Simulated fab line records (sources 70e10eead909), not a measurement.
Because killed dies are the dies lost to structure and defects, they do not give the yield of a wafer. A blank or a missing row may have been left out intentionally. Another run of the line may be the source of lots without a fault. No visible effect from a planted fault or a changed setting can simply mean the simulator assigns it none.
Matching of chambers | flow nand-harc | NHARC_P_M0_PRE_CLEAN_31 on pecvd-01 has 3 sister chambers
The step time 12 s. 6 wafers are shown with their chamber, then 8 later ones without.

## WAFERS WITH THEIR CHAMBER
wafer  | chamber | rf-fwd-power-W (W) | heater-power-w (W)
L083.4 | 1       | 293.0              | 572
L083.5 | 0       | 292.4              | 576
L084.2 | 2       | 292.9              | 578
L084.5 | 2       | 293.1              | 597
L084.6 | 1       | 292.2              | 526
L086.1 | 0       | 291.5              | 615

## WAFERS MISSING THEIR CHAMBER
wafer  | rf-fwd-power-W (W) | heater-power-w (W)
L086.2 | 292.1              | 702
L086.5 | 291.1              | 703
L088.2 | 294.5              | 647
L088.5 | 292.7              | 559
L088.6 | 292.4              | 704
L090.1 | 293.6              | 682
L090.4 | 293.0              | 698
L090.5 | 293.7              | 707

## WHICH CHAMBER EACH ONE RAN IN
wafer  | from the rows above          | in truth
L086.2 | can't be placed: 0 or 2 or 1 | 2
L086.5 | can't be placed: 0 or 2      | 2
L088.2 | can't be placed: 2 or 1 or 0 | 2
L088.5 | can't be placed: 1 or 2 or 0 | 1
L088.6 | can't be placed: 0 or 2 or 1 | 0
L090.1 | can't be placed: 2 or 0 or 1 | 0
L090.4 | can't be placed: 2 or 0 or 1 | 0
L090.5 | can't be placed: 2 or 0 or 1 | 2
Correct placement for 0 of the 8. Cannot be placed on the basis of these rows: 8; the candidates contain the true chamber in 8. Placed wrongly: 0.
How it was worked out, from the rows above alone: a wafer's distance from a chamber is the root of the sum, over the readings, of the square of ((its reading less the chamber's mean) divided by the reading's scatter). If the next closest chamber is less than 2 further off than the closest, the wafer can't be placed; otherwise it belongs to the closest. The mean given for a chamber averages the wafers shown for that chamber. How the scatter is found: for the shown wafers, subtract from each reading the mean of its chamber, square and add these, divide the total by (wafers less chambers), then take the root.
